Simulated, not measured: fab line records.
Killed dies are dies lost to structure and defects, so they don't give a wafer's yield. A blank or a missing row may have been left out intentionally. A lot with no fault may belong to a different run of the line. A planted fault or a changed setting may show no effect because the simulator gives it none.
Which tool was responsible? -- flow nandHarc -- 11 lots, 33 wafers sampled, at 6 steps of a route of 1302

== WHAT THE GAUGES SHOWED, per wafer ==
NHARC_A_CHANNEL_HOLE_D2_INSPECT_40.
lot,measured,on,rawDefectCount
L434,day 14 15:46,defectInspect-02,1322 1298 1336
L436,day 15 09:05,defectInspect-01,1265 1228 1202
L439,day 16 14:15,defectInspect-02,267 255 238
L446,day 19 09:45,defectInspect-02,201 149 191
L448,day 19 18:04,defectInspect-02,249 240 314
L449,day 20 06:26,defectInspect-02,171 136 285
L450,day 21 02:47,defectInspect-01,308 253 182
L452,day 21 13:17,defectInspect-01,290 228 256
L453,day 22 07:38,defectInspect-02,211 324 362
L455,day 22 23:41,defectInspect-01,214 198 224
L454,day 22 23:24,defectInspect-01,290 341 390

NHARC_END_SORT_01.
lot,measured,on,killedAtArray,killedAtOther,killedAtPeriphery,killedDies,killedOpen,killedShort
L434,day 25 15:55,prober-02,114 83 87,0 0 0,3 5 1,117 88 88,1 5 2,3 6 1
L436,day 26 11:08,prober-01,54 94 85,5 5 1,14 12 14,73 111 100,1 4 5,4 6 2

== WHAT TOOL EACH LOT RAN ON (gives the tool, then ch and the chambers of the sampled wafers, and finally the start) ==
lot,NHARC_A_CHANNEL_HOLE_D2_ETCH_38,NHARC_A_CHANNEL_HOLE_D2_ETCH_21,NHARC_A_CHANNEL_HOLE_D2_ETCH_25,NHARC_A_CHANNEL_FILL_D2_ALD_03
L434,"rieDiel-06 ch 0,2, day 14 08:57","harEtch-02 ch 0,1, day 14 10:28","harEtch-02 ch 0,1, day 14 12:57","aldSinBatch-01 ch 0, day 25 15:55 or earlier"
L436,"rieDiel-10 ch 0,1, day 15 00:09","harEtch-02 ch 0,1, day 15 03:47","harEtch-02 ch 0,1, day 15 06:15","aldSinBatch-02 ch 0, day 26 11:08 or earlier"
L439,"rieDiel-10 ch 1,2,3, day 16 07:04","harEtch-01 ch 0,1, day 16 08:59","harEtch-01 ch 0,1, day 16 11:26","aldSinBatch-03 ch 0, no start"
L446,"rieDiel-10 ch 0,1,2, day 19 02:58","harEtch-02 ch 0,1, day 19 04:30","harEtch-02 ch 0,1, day 19 06:56","aldSinBatch-02 ch 0, no start"
L448,"rieDiel-10 ch 0,3, day 19 09:50","harEtch-02 ch 0,1, day 19 12:47","harEtch-02 ch 0,1, day 19 15:14","aldSinBatch-02 ch 0, no start"
L449,"rieDiel-06 ch 1,2,3, day 19 21:37","harEtch-02 ch 1, day 20 01:11","harEtch-02 ch 1, day 20 03:38","aldSinBatch-01 ch 0, no start"
L450,"rieDiel-10 ch 0,2, day 20 19:58","harEtch-02 ch 0,1, day 20 21:30","harEtch-02 ch 0,1, day 20 23:58","aldSinBatch-03 ch 0, no start"
L452,"rieDiel-07 ch 1,3, day 21 05:55","harEtch-02 ch 0,1, day 21 08:01","harEtch-02 ch 0,1, day 21 10:29","aldSinBatch-02 ch 0, no start"
L453,"rieDiel-06 ch 0,2,3, day 22 00:49","harEtch-01 ch 0,1, day 22 02:20","harEtch-01 ch 0,1, day 22 04:50","aldSinBatch-02 ch 0, no start"
L455,"rieDiel-06 ch 0,2,3, day 22 16:26","harEtch-02 ch 0,1, day 22 17:57","harEtch-02 ch 0,1, day 22 20:26","aldSinBatch-03 ch 0, no start"
L454,"rieDiel-07 ch 1,2, day 22 16:35","harEtch-01 ch 0,1, day 22 18:06","harEtch-01 ch 0,1, day 22 20:35","aldSinBatch-03 ch 0, no start"
- NHARC_A_CHANNEL_HOLE_D2_ETCH_38: etches the open film in CF4, target depth 39 nm, time 65 s.
- NHARC_A_CHANNEL_HOLE_D2_ETCH_21: etches the open film in C4F8/O2/Ar, time 514.3 s, target depth 1600 nm.
- NHARC_A_CHANNEL_HOLE_D2_ETCH_25: etches the open film in C4F8/O2/Ar, time 1040.2 s, target depth 1500 nm.
- NHARC_A_CHANNEL_FILL_D2_ALD_03: deposits SiNx, target thk 6 nm, pulse time 60 s, ald cycles 58.

== WHAT THE TOOLS THEMSELVES READ (means of the sampled wafers that have a number; where no wafer has one, the mark that the record gives instead) ==
NHARC_A_CHANNEL_HOLE_D2_ETCH_38.
lot,tool,chamberPressureMTorr (mTorr),drypumpMotorCurrentA (A),oesProductAu (a.u.),rfVppV (V),showerheadPlenumPTorr (Torr),throttleValvePct (%)
L434,rieDiel-06,49.96,5.39,0.991,152.0,1.79,13.297
L436,rieDiel-10,50.01,5.58,1.000,151.0,1.74,13.284
L439,rieDiel-10,50.02,5.78,1.010,151.5,1.76,13.290
L446,rieDiel-10,50.02,5.56,0.994,151.1,1.75,13.289
L448,rieDiel-10,49.99,5.73,0.998,150.5,1.69,13.275
L449,rieDiel-06,49.97,5.38,1.003,151.5,1.76,13.291
L450,rieDiel-10,50.04,5.58,0.990,151.2,1.76,13.285
L452,rieDiel-07,49.99,5.77,1.009,151.6,1.80,13.277
L453,rieDiel-06,49.99,5.46,0.996,151.8,1.80,13.282
L455,rieDiel-06,50.03,5.47,0.999,151.7,1.80,13.281
L454,rieDiel-07,49.96,5.51,0.997,151.7,1.77,13.279

NHARC_A_CHANNEL_HOLE_D2_ETCH_21.
lot,tool,chamberPressureMTorr (mTorr),drypumpMotorCurrentA (A),showerheadPlenumPTorr (Torr),throttleValvePct (%)
L434,harEtch-02,19.968,6.3,3.69,32.156
L436,harEtch-02,20.018,6.1,3.64,32.156
L439,harEtch-01,20.007,5.1,3.51,32.156
L446,harEtch-02,19.988,6.1,3.85,32.142
L448,harEtch-02,19.992,6.3,3.77,32.151
L449,harEtch-02,20.010,6.4,3.69,32.153
L450,harEtch-02,20.009,6.2,3.76,32.147
L452,harEtch-02,20.005,6.1,3.83,32.164
L453,harEtch-01,20.011,5.1,3.47,32.148
L455,harEtch-02,19.996,6.1,3.83,32.160
L454,harEtch-01,19.994,5.1,3.45,32.146

NHARC_A_CHANNEL_HOLE_D2_ETCH_25.
lot,tool,chamberPressureMTorr (mTorr),drypumpMotorCurrentA (A),showerheadPlenumPTorr (Torr),throttleValvePct (%)
L434,harEtch-02,20.015,6.2,3.69,32.231
L436,harEtch-02,19.999,6.1,3.63,32.237
L439,harEtch-01,19.992,5.1,3.51,32.228
L446,harEtch-02,20.005,6.1,3.84,32.247
L448,harEtch-02,19.987,6.3,3.76,32.237
L449,harEtch-02,19.996,6.4,3.69,32.242
L450,harEtch-02,19.995,6.3,3.75,32.236
L452,harEtch-02,20.005,6.1,3.83,32.243
L453,harEtch-01,19.994,5.1,3.46,32.239
L455,harEtch-02,20.010,6.1,3.82,32.231
L454,harEtch-01,19.995,5.1,3.44,32.226

NHARC_A_CHANNEL_FILL_D2_ALD_03.
lot,tool,precursorPulseHeightRel
L434,aldSinBatch-01,0.989
L436,aldSinBatch-02,0.995
L439,aldSinBatch-03,1.000
L446,aldSinBatch-02,1.001
L448,aldSinBatch-02,0.992
L449,aldSinBatch-01,1.016
L450,aldSinBatch-03,0.999
L452,aldSinBatch-02,0.978
L453,aldSinBatch-02,0.989
L455,aldSinBatch-03,0.999
L454,aldSinBatch-03,0.986

== THE ANSWER, worked out from the rows above alone ==
Rule: usual is defined by the lots themselves. Put in order of their means at a reading, lots are off if they are a third of the lots or fewer, leave a main group of 4 or more, and stand apart from it by a gap of 3 or more times the standard deviation of the main group's means; of several such gaps the widest counts. A main group is skipped when, at the precision printed for the reading in the tables above, its means are all equal. A lot without any number at a reading at which 4 lots or more have one is off too. Any other lot the step has rows for is counted as sound. The gauges are gone through in route order, then the tools' own readings, and for those a lot's mean is taken as printed above. At the first step where some lot is off, the reading lying furthest off is the one used; lots without a number count as furthest.
Off: L434, L436, at NHARC_A_CHANNEL_HOLE_D2_INSPECT_40 (rawDefectCount). Mean 251 and standard deviation 47 in the main group.
A tool fits if, at a process step before that reading, it ran every lot that is off, and no sound lot after the first of them. Gauges at NHARC_A_CHANNEL_HOLE_D2_INSPECT_40: tried the same way as those tools. Not one of the candidates tried fits.

== WHAT THE SIMULATOR HAD PUT IN ==
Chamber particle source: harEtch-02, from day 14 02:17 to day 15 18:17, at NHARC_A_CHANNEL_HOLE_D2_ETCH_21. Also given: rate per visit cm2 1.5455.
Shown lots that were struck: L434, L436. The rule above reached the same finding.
